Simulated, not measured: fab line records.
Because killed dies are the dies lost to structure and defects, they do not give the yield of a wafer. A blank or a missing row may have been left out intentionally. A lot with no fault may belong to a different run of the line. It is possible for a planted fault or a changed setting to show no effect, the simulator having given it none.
The tool behind it: which one? :: flow n5 finfet :: 10 lots with 29 wafers sampled at 5 steps, on a route of 1938 steps

WHAT THE GAUGES READ, wafer by wafer
N5_BEOL_M4_RC_MEAS_101. Usual: DIBL_N 36.0 mV/V, standard deviation 1.7; DIBL_P 36.2 mV/V, standard deviation 2.3; IOFF_N 0.16 nA/um, standard deviation 0.03; IOFF_P 0.21 nA/um, standard deviation 0.036; ION_N 679 uA/um, standard deviation 11; ION_P 465 uA/um, standard deviation 7.1; SS_N 71.4 mV/dec, standard deviation 0.58; SS_P 73.3 mV/dec, standard deviation 0.75; VT_N 249 mV, standard deviation 3.1; VT_P -251 mV, standard deviation 3.5.
lot: L613
measured: day 8 21:14
on: prober-01
DIBL_N (mV/V): 33.9 32.7 35.4
DIBL_P (mV/V): 33.3 31.5 35.5
IOFF_N (nA/um): 0.14 0.12 0.15
IOFF_P (nA/um): 0.19 0.17 0.21
ION_N (uA/um): 673 665 683
ION_P (uA/um): 461 459 467
SS_N (mV/dec): 71.0 70.9 70.4
SS_P (mV/dec): 73.1 72.2 72.8
VT_N (mV): 248 252 249
VT_P (mV): -250 -253 -249
flag: 

lot: L612
measured: day 8 23:01
on: prober-02
DIBL_N (mV/V): 35.5 38.1 38.1
DIBL_P (mV/V): 34.9 37.4 38.4
IOFF_N (nA/um): 0.14 0.18 0.19
IOFF_P (nA/um): 0.22 0.26 0.28
ION_N (uA/um): 681 683 691
ION_P (uA/um): 465 468 471
SS_N (mV/dec): 71.0 71.8 71.3
SS_P (mV/dec): 73.4 73.6 73.9
VT_N (mV): 248 248 245
VT_P (mV): -249 -246 -247
flag: 

lot: L614
measured: day 9 03:38
on: prober-01
DIBL_N (mV/V): 35.6 35.3 34.7
DIBL_P (mV/V): 34.1 33.5 32.8
IOFF_N (nA/um): 0.13 0.13 0.12
IOFF_P (nA/um): 0.19 0.18 0.17
ION_N (uA/um): 674 663 664
ION_P (uA/um): 466 456 458
SS_N (mV/dec): 70.8 70.8 70.5
SS_P (mV/dec): 73.0 74.0 72.7
VT_N (mV): 251 251 250
VT_P (mV): -250 -252 -253
flag: 

lot: L617
measured: day 9 14:20
on: prober-02
DIBL_N (mV/V): 36.7 35.8 35.3
DIBL_P (mV/V): 36.3 34.3 34.4
IOFF_N (nA/um): 0.16 0.14 0.14
IOFF_P (nA/um): 0.21 0.17 0.18
ION_N (uA/um): 684 684 674
ION_P (uA/um): 467 462 462
SS_N (mV/dec): 70.8 71.0 70.6
SS_P (mV/dec): 73.6 73.2 72.6
VT_N (mV): 249 252 251
VT_P (mV): -251 -254 -250
flag: 

lot: L620
measured: day 9 18:01
on: prober-01
DIBL_N (mV/V): 37.9 37.9 38.0
DIBL_P (mV/V): 40.0 39.9 40.4
IOFF_N (nA/um): 0.17 0.19 0.19
IOFF_P (nA/um): 0.19 0.19 0.20
ION_N (uA/um): 677 690 688
ION_P (uA/um): 452 459 453
SS_N (mV/dec): 72.1 71.8 72.6
SS_P (mV/dec): 74.2 73.8 74.5
VT_N (mV): 251 249 248
VT_P (mV): -259 -257 -258
flag: 

lot: L624
measured: day 11 11:38
on: prober-01
DIBL_N (mV/V): 35.9 36.5 36.0
DIBL_P (mV/V): 35.8 36.3 35.3
IOFF_N (nA/um): 0.15 0.14 0.14
IOFF_P (nA/um): 0.22 0.21 0.21
ION_N (uA/um): 681 679 677
ION_P (uA/um): 470 469 469
SS_N (mV/dec): 71.1 71.9 71.3
SS_P (mV/dec): 73.0 73.3 73.0
VT_N (mV): 249 252 253
VT_P (mV): -252 -250 -247
flag: 

lot: L626
measured: day 11 20:20
on: prober-02
DIBL_N (mV/V): 36.4 35.0 39.0
DIBL_P (mV/V): 36.9 34.7 40.1
IOFF_N (nA/um): 0.16 0.14 0.22
IOFF_P (nA/um): 0.22 0.18 0.26
ION_N (uA/um): 679 657 684
ION_P (uA/um): 467 456 472
SS_N (mV/dec): 71.7 71.7 71.9
SS_P (mV/dec): 73.8 72.3 74.4
VT_N (mV): 252 252 246
VT_P (mV): -250 -252 -248
flag: 

lot: L628
measured: day 12 07:04
on: prober-02
DIBL_N (mV/V): 38.0 36.3
DIBL_P (mV/V): 38.0 36.3
IOFF_N (nA/um): 0.19 0.15
IOFF_P (nA/um): 0.21 0.19
ION_N (uA/um): 692 671
ION_P (uA/um): 463 458
SS_N (mV/dec): 71.9 71.0
SS_P (mV/dec): 74.0 74.1
VT_N (mV): 247 254
VT_P (mV): -252 -255
flag: 

lot: L630
measured: day 12 16:13
on: prober-02
DIBL_N (mV/V): 39.7 36.6 36.5
DIBL_P (mV/V): 41.2 37.7 37.4
IOFF_N (nA/um): 0.23 0.15 0.15
IOFF_P (nA/um): 0.28 0.22 0.20
ION_N (uA/um): 703 672 681
ION_P (uA/um): 477 469 469
SS_N (mV/dec): 72.0 71.9 71.9
SS_P (mV/dec): 73.9 73.8 72.5
VT_N (mV): 244 249 249
VT_P (mV): -247 -250 -250
flag: 

lot: L633
measured: day 14 01:46
on: prober-01
DIBL_N (mV/V): 37.9 38.5 37.8
DIBL_P (mV/V): 36.6 37.6 37.1
IOFF_N (nA/um): 0.17 0.20 0.19
IOFF_P (nA/um): 0.21 0.24 0.22
ION_N (uA/um): 691 696 703
ION_P (uA/um): 463 469 470
SS_N (mV/dec): 71.6 71.7 71.1
SS_P (mV/dec): 73.4 74.8 73.7
VT_N (mV): 248 245 245
VT_P (mV): -250 -247 -249
flag: 

N5_BEOL_M6_THK_MEAS_01. Usual: for M6_ILD_THK the level is 154.8 nm and the standard deviation is 2.
lot: L613
measured: day 9 09:05
on: film metro-01
M6_ILD_THK (nm): 151.6 152.8 155.5
flag: 

lot: L612
measured: day 9 14:40
on: film metro-01
M6_ILD_THK (nm): 153.1 155.6 156.4
flag: 

lot: L614
measured: day 9 16:51
on: film metro-02
M6_ILD_THK (nm): 153.4 149.7 154.5
flag: 

lot: L617
measured: day 10 04:55
on: film metro-01
M6_ILD_THK (nm): 153.8 152.4 156.2
flag: 

lot: L620
measured: day 10 11:10
on: film metro-01
M6_ILD_THK (nm): 154.2 154.1 155.1
flag: 

lot: L624
measured: day 12 01:37
on: film metro-02
M6_ILD_THK (nm): 155.3 156.8 155.8
flag: 

lot: L626
measured: day 12 12:21
on: film metro-02
M6_ILD_THK (nm): 154.4 154.5 158.9
flag: 

lot: L628
measured: day 13 02:02
on: film metro-02
M6_ILD_THK (nm): 155.8 154.2
flag: 

lot: L630
measured: day 13 04:32
on: film metro-02
M6_ILD_THK (nm): 152.7 154.8 157.1
flag: 

lot: L633
measured: day 14 14:25
on: film metro-01
M6_ILD_THK (nm): 152.3 155.2 154.6
flag: 

N5_BEOL_M6_OVL_MEAS_12. Usual: for M6_OVL the level is 0.1 nm and the standard deviation is 0.63.
lot: L613
measured: day 9 10:07
on: overlay-01
M6_OVL (nm): -0.3 -1.7 -1.9
flag: 

lot: L612
measured: day 9 15:30
on: overlay-02
M6_OVL (nm): 0.1 -0.6 0.1
flag: 

lot: L614
measured: day 9 18:16
on: overlay-02
M6_OVL (nm): 0.4 0.0 0.7
flag: 

lot: L617
measured: day 10 07:24
on: overlay-01
M6_OVL (nm): -0.2 -1.2 0.4
flag: 

lot: L620
measured: day 10 13:41
on: overlay-01
M6_OVL (nm): 15.2 14.7 14.1
flag: OFF

lot: L624
measured: day 12 03:07
on: overlay-02
M6_OVL (nm): 14.4 14.1 13.9
flag: OFF

lot: L626
measured: day 12 13:52
on: overlay-01
M6_OVL (nm): -0.3 -0.5 -0.5
flag: 

lot: L628
measured: day 13 05:07
on: overlay-01
M6_OVL (nm): -0.8 -0.2
flag: 

lot: L630
measured: day 13 05:40
on: overlay-01
M6_OVL (nm): 0.5 0.4 0.9
flag: 

lot: L633
measured: day 14 15:53
on: overlay-02
M6_OVL (nm): 1.1 2.0 0.9
flag: 

WHICH TOOL RAN EACH LOT (tool, then ch and the chambers of the sampled wafers, then the start)
lot: L613
N5_BEOL_M6_CURE_74: uv cure-02 ch 2, day 9 08:39
N5_BEOL_M6_EXPOSE_08: arfi scanner-01 ch 0, day 9 09:58

lot: L612
N5_BEOL_M6_CURE_74: uv cure-01 ch 2, day 9 14:19
N5_BEOL_M6_EXPOSE_08: arfi scanner-01 ch 0, day 9 15:21

lot: L614
N5_BEOL_M6_CURE_74: uv cure-01 ch 1, day 9 16:20
N5_BEOL_M6_EXPOSE_08: arfi scanner-01 ch 0, day 9 18:06

lot: L617
N5_BEOL_M6_CURE_74: uv cure-02 ch 2, day 10 04:29
N5_BEOL_M6_EXPOSE_08: arfi scanner-02 ch 0, day 10 07:14

lot: L620
N5_BEOL_M6_CURE_74: uv cure-01 ch 2, day 10 10:39
N5_BEOL_M6_EXPOSE_08: arfi scanner-01 ch 0, day 10 13:32

lot: L624
N5_BEOL_M6_CURE_74: uv cure-02 ch 0, day 12 01:07
N5_BEOL_M6_EXPOSE_08: arfi scanner-01 ch 0, day 12 02:58

lot: L626
N5_BEOL_M6_CURE_74: uv cure-02 ch 1, day 12 11:50
N5_BEOL_M6_EXPOSE_08: arfi scanner-03 ch 0, day 12 13:42

lot: L628
N5_BEOL_M6_CURE_74: uv cure-01 ch 1, day 13 01:32
N5_BEOL_M6_EXPOSE_08: arfi scanner-02 ch 0, day 13 04:57

lot: L630
N5_BEOL_M6_CURE_74: uv cure-03 ch 2, day 13 04:01
N5_BEOL_M6_EXPOSE_08: arfi scanner-03 ch 0, day 13 05:30

lot: L633
N5_BEOL_M6_CURE_74: uv cure-02 ch 1, day 14 13:59
N5_BEOL_M6_EXPOSE_08: arfi scanner-02 ch 0, day 14 15:44
- N5_BEOL_M6_CURE_74: cures SiCOH lowk, time 240 s.
- N5_BEOL_M6_EXPOSE_08: exposes mask M6.

AS READ BY THE TOOLS THEMSELVES (means over the sampled wafers that have a number; for cases with no such wafer, the mark the record gives instead)
N5_BEOL_M6_CURE_74. Usual: lamp power pct 52.31 %, standard deviation 0.057; wafer_temp_C_max 387.0, standard deviation 0.67.
lot: L613
tool: uv cure-02
lamp power pct (%): 52.29
wafer_temp_C_max: 387.0
flag: 

lot: L612
tool: uv cure-01
lamp power pct (%): 52.33
wafer_temp_C_max: 386.4
flag: 

lot: L614
tool: uv cure-01
lamp power pct (%): 52.28
wafer_temp_C_max: 386.8
flag: 

lot: L617
tool: uv cure-02
lamp power pct (%): 52.30
wafer_temp_C_max: 386.5
flag: 

lot: L620
tool: uv cure-01
lamp power pct (%): 52.26
wafer_temp_C_max: 386.3
flag: 

lot: L624
tool: uv cure-02
lamp power pct (%): 52.32
wafer_temp_C_max: 387.1
flag: 

lot: L626
tool: uv cure-02
lamp power pct (%): 52.31
wafer_temp_C_max: 388.0
flag: 

lot: L628
tool: uv cure-01
lamp power pct (%): 52.34
wafer_temp_C_max: 386.9
flag: 

lot: L630
tool: uv cure-03
lamp power pct (%): 52.30
wafer_temp_C_max: 386.8
flag: 

lot: L633
tool: uv cure-02
lamp power pct (%): 52.32
wafer_temp_C_max: 388.1
flag: 

THE ANSWER, worked out from the rows above alone
Rule: a lot counts as off when the mean over its wafers that have a number is more than 3 standard deviations away from the usual mean. Also off: a lot with no number at a reading for which 4 or more lots have one. Where the step has rows for the other lots, those lots are counted as sound. First the gauges in route order, then the tools' own readings, where a lot's mean is used as printed above. The first step at which some lot is off is used, and at that step the reading that is off furthest; a lot without a number counts as furthest.
Off: L620, L624, seen at N5_BEOL_M6_OVL_MEAS_12 (M6_OVL).
A tool fits if, at a process step before that reading, it ran every lot that is off, and no sound lot after the first of them. The gauges at N5_BEOL_M6_OVL_MEAS_12 are tried like those tools. One fits: N5_BEOL_M6_EXPOSE_08 on arfi scanner-01. Its last sound lot is L614 (day 9 18:06), its first lot that is off L620 (day 10 13:32): a fault that began between those two fits.

WHAT THE SIMULATOR HAD INSERTED
Scanner matching overlay: arfi scanner-01, from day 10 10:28 on, at N5_BEOL_M6_EXPOSE_08. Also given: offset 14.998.
Shown lots that were struck: L620, L624. The rule given above showed the same thing.
